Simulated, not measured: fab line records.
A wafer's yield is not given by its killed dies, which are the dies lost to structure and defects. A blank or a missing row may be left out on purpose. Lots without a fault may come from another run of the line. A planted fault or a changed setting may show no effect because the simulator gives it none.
Chamber matching :: flow n5_finfet :: N5_FIN_SAQP_DESCUM_21 on rie_diel-03: 4 sister chambers
The step chemistry O2, time 7.9 s. 4 wafers are shown with their chamber, then 10 later ones without.

WAFERS PAIRED WITH THEIR CHAMBERS
wafer: L086.1
chamber: 0
drypump_motor_current_A (A): 5.5

wafer: L088.2
chamber: 3
drypump_motor_current_A (A): 5.6

wafer: L089.1
chamber: 2
drypump_motor_current_A (A): 6.0

wafer: L089.3
chamber: 1
drypump_motor_current_A (A): 6.7

WAFERS WHOSE CHAMBER IS MISSING
wafer: L089.5
drypump_motor_current_A (A): 5.5

wafer: L091.1
drypump_motor_current_A (A): 5.9

wafer: L091.3
drypump_motor_current_A (A): 5.6

wafer: L091.5
drypump_motor_current_A (A): 5.9

wafer: L094.1
drypump_motor_current_A (A): 5.5

wafer: L094.5
drypump_motor_current_A (A): 5.6

wafer: L094.6
drypump_motor_current_A (A): 5.9

wafer: L097.2
drypump_motor_current_A (A): 5.9

wafer: L097.3
drypump_motor_current_A (A): 5.7

wafer: L097.6
drypump_motor_current_A (A): 5.6

WHICH CHAMBER EACH WENT THROUGH
wafer: L089.5
from the rows above: can't be placed: 0 or 3
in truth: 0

wafer: L091.1
from the rows above: 2
in truth: 2

wafer: L091.3
from the rows above: can't be placed: 3 or 0
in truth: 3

wafer: L091.5
from the rows above: 2
in truth: 2

wafer: L094.1
from the rows above: can't be placed: 0 or 3
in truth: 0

wafer: L094.5
from the rows above: can't be placed: 3 or 0
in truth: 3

wafer: L094.6
from the rows above: 2
in truth: 2

wafer: L097.2
from the rows above: 2
in truth: 2

wafer: L097.3
from the rows above: can't be placed: 3 or 0
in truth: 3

wafer: L097.6
from the rows above: can't be placed: 3 or 0
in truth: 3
Correctly placed: 4 of 10. Can't be placed from these rows: 6 (the true chamber is among the candidates in 6). Placed wrongly: 0.
How it was worked out, from the rows above alone: a wafer's distance from a chamber is the root of the sum, over the readings, of the square of ((its reading less the chamber's mean) divided by the reading's scatter). The wafer belongs to the nearest chamber; if the next one is less than 2 further off, it can't be placed. Each chamber's mean is taken over the wafers shown for it. The scatter (one wafer shown for each chamber): square how far every hidden wafer sits from the nearest shown wafer, average those squares and take the square root.
